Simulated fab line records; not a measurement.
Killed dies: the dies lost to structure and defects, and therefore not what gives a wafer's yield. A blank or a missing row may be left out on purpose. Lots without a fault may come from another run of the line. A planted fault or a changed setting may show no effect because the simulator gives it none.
Chamber matching / flow n5 finfet / N5_BEOL_M0_SAQP_ETCH_102 on rie si-04: 4 sister chambers
The step etches SiO2 in CF4, target depth 4 nm, time 4.4 s. 14 wafers are shown with their chamber, then 7 later ones without.

WAFERS PAIRED WITH THEIR CHAMBERS
wafer=L176.2; chamber=2; throttle valve pct (%)=21.80; drypump motor current A (A)=5.0; oes product au (a.u.)=1.027
wafer=L176.3; chamber=0; throttle valve pct (%)=21.99; drypump motor current A (A)=5.8; oes product au (a.u.)=0.960
wafer=L176.5; chamber=2; throttle valve pct (%)=21.80; drypump motor current A (A)=5.1; oes product au (a.u.)=1.023
wafer=L177.3; chamber=2; throttle valve pct (%)=21.79; drypump motor current A (A)=5.1; oes product au (a.u.)=1.025
wafer=L177.4; chamber=0; throttle valve pct (%)=22.02; drypump motor current A (A)=5.8; oes product au (a.u.)=0.975
wafer=L177.6; chamber=2; throttle valve pct (%)=21.79; drypump motor current A (A)=5.1; oes product au (a.u.)=1.027
wafer=L179.1; chamber=2; throttle valve pct (%)=21.78; drypump motor current A (A)=5.0; oes product au (a.u.)=1.020
wafer=L179.3; chamber=0; throttle valve pct (%)=22.01; drypump motor current A (A)=5.8; oes product au (a.u.)=0.966
wafer=L179.6; chamber=0; throttle valve pct (%)=22.00; drypump motor current A (A)=5.9; oes product au (a.u.)=0.961
wafer=L181.4; chamber=1; throttle valve pct (%)=21.62; drypump motor current A (A)=5.8; oes product au (a.u.)=0.994
wafer=L181.5; chamber=3; throttle valve pct (%)=21.53; drypump motor current A (A)=5.1; oes product au (a.u.)=0.990
wafer=L181.6; chamber=0; throttle valve pct (%)=21.98; drypump motor current A (A)=5.8; oes product au (a.u.)=0.971
wafer=L184.2; chamber=2; throttle valve pct (%)=21.79; drypump motor current A (A)=5.0; oes product au (a.u.)=1.014
wafer=L184.5; chamber=2; throttle valve pct (%)=21.80; drypump motor current A (A)=5.0; oes product au (a.u.)=1.021

SIGNATURES (means of the wafers above)
reading=throttle valve pct; chamber 0=22.0000; chamber 1=21.6200; chamber 2=21.7929; chamber 3=21.5300; scatter within a chamber=0.0116
reading=drypump motor current A; chamber 0=5.820; chamber 1=5.800; chamber 2=5.043; chamber 3=5.100; scatter within a chamber=0.0501
reading=oes product au; chamber 0=0.96660; chamber 1=0.99400; chamber 2=1.02243; chamber 3=0.99000; scatter within a chamber=0.00541
Rule: a wafer's distance from a chamber is the root of the sum, over the readings, of the square of ((its reading less the chamber's mean) divided by the reading's scatter). If the next closest chamber is less than 2 further off than the closest, the wafer can't be placed; otherwise it belongs to the closest. How the scatter is found: for the shown wafers, subtract from each reading the mean of its chamber, square and add these, divide the total by (wafers less chambers), then take the root.

WAFERS WHOSE CHAMBER IS MISSING
wafer=L184.6; throttle valve pct (%)=21.54; drypump motor current A (A)=5.1; oes product au (a.u.)=0.984
wafer=L186.1; throttle valve pct (%)=22.00; drypump motor current A (A)=5.8; oes product au (a.u.)=0.960
wafer=L186.4; throttle valve pct (%)=21.78; drypump motor current A (A)=5.1; oes product au (a.u.)=1.022
wafer=L186.6; throttle valve pct (%)=21.56; drypump motor current A (A)=5.1; oes product au (a.u.)=0.985
wafer=L187.1; throttle valve pct (%)=21.54; drypump motor current A (A)=5.1; oes product au (a.u.)=0.988
wafer=L187.3; throttle valve pct (%)=21.79; drypump motor current A (A)=5.0; oes product au (a.u.)=1.020
wafer=L187.4; throttle valve pct (%)=22.00; drypump motor current A (A)=5.8; oes product au (a.u.)=0.967

EACH ONE'S CHAMBER
wafer=L184.6; from the rows above=3; in truth=3
wafer=L186.1; from the rows above=0; in truth=0
wafer=L186.4; from the rows above=2; in truth=2
wafer=L186.6; from the rows above=3; in truth=3
wafer=L187.1; from the rows above=3; in truth=3
wafer=L187.3; from the rows above=2; in truth=2
wafer=L187.4; from the rows above=0; in truth=0
Correct placement for 7 of the 7. Can't be placed from these rows: 0. Placed wrongly: 0.
